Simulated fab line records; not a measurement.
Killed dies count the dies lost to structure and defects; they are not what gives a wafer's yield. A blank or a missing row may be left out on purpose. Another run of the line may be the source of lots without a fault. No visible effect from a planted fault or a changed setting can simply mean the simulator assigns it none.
Which tool is to blame? | flow n5Finfet | Sampling: 9 lots, 27 wafers, 4 of 1938 route steps

WHAT THE GAUGES SHOWED, per wafer
N5_HKMG_FIN_INSPECT_14: inspects for defects (macro).
lot  | measured    | on               | rawDefectCount
L809 | day 4 08:26 | defectInspect-02 | 0 1 0
L810 | day 4 10:33 | defectInspect-01 | 0 0 2
L811 | day 4 16:40 | defectInspect-01 | 0 2 1
L812 | day 4 20:52 | defectInspect-01 | 1 2 3
L819 | day 6 16:30 | defectInspect-02 | 0 1 1
L820 | day 6 20:55 | defectInspect-01 | 5 2 1
L821 | day 7 08:13 | defectInspect-02 | 8 1 0
L829 | day 9 05:41 | defectInspect-01 | >300 3 2
L831 | day 9 20:29 | defectInspect-02 | 2 1 4

WHAT TOOL EACH LOT RAN ON (gives the tool, then ch and the chambers of the sampled wafers, and finally the start)
lot  | N5_HKMG_FIN_STRIP_60               | N5_HKMG_FIN_ALD_79                | N5_HKMG_FIN_PWFM_ALD_03
L809 | plasmaAsher-02 ch 0,1, day 4 06:05 | aldMetal-01 ch 0,1,2, day 4 06:34 | aldMetal-01 ch 1,2,3, day 4 07:40
L810 | plasmaAsher-02 ch 0,1, day 4 08:02 | aldMetal-04 ch 0,1,2, day 4 08:32 | aldMetal-01 ch 1,2,3, day 4 09:40
L811 | plasmaAsher-02 ch 0,1, day 4 14:19 | aldMetal-03 ch 0,1,2, day 4 14:41 | aldMetal-04 ch 0,2,3, day 4 15:46
L812 | plasmaAsher-02 ch 0,1, day 4 18:29 | aldMetal-01 ch 0,2,3, day 4 18:58 | aldMetal-04 ch 0,1,2, day 4 20:06
L819 | plasmaAsher-02 ch 0,1, day 6 14:07 | aldMetal-03 ch 1,2, day 6 14:36   | aldMetal-03 ch 0,3, day 6 15:44
L820 | plasmaAsher-02 ch 0,1, day 6 18:22 | aldMetal-01 ch 0,1,2, day 6 18:44 | aldMetal-04 ch 0,1,3, day 6 20:01
L821 | plasmaAsher-01 ch 0,1, day 7 05:43 | aldMetal-01 ch 2,3, day 7 06:12   | aldMetal-03 ch 1,2, day 7 07:19
L829 | plasmaAsher-02 ch 0,1, day 9 03:12 | aldMetal-03 ch 0,2,3, day 9 03:42 | aldMetal-03 ch 0,1,3, day 9 04:47
L831 | plasmaAsher-02 ch 0,1, day 9 18:05 | aldMetal-01 ch 1,3, day 9 18:35   | aldMetal-01 ch 0,1,2, day 9 19:43
- N5_HKMG_FIN_STRIP_60: strips in N2/H2, time 360 s.
- N5_HKMG_FIN_ALD_79: deposits TiN, target thk 1.5 nm, pulse time 1 s, purge time 3 s.
- N5_HKMG_FIN_PWFM_ALD_03: deposits TiN, target thk 2 nm, pulse time 1 s, purge time 3 s.

THE ANSWER, worked out from the rows above alone
Rule: the lots themselves supply what counts as usual. Put in order of their means at a reading, lots are off if they are a third of the lots or fewer, leave a main group of 4 or more, and stand apart from it by a gap of 3 or more times the standard deviation of the main group's means; of several such gaps the widest counts. The tables above print the reading to a certain number of digits; a main group whose means all agree to those digits is not used. A lot without any number at a reading at which 4 lots or more have one is off too. Any other lot the step has rows for is counted as sound.
None of the lots is off at any reading shown; this tells nothing.

WHAT THE SIMULATOR PUT IN
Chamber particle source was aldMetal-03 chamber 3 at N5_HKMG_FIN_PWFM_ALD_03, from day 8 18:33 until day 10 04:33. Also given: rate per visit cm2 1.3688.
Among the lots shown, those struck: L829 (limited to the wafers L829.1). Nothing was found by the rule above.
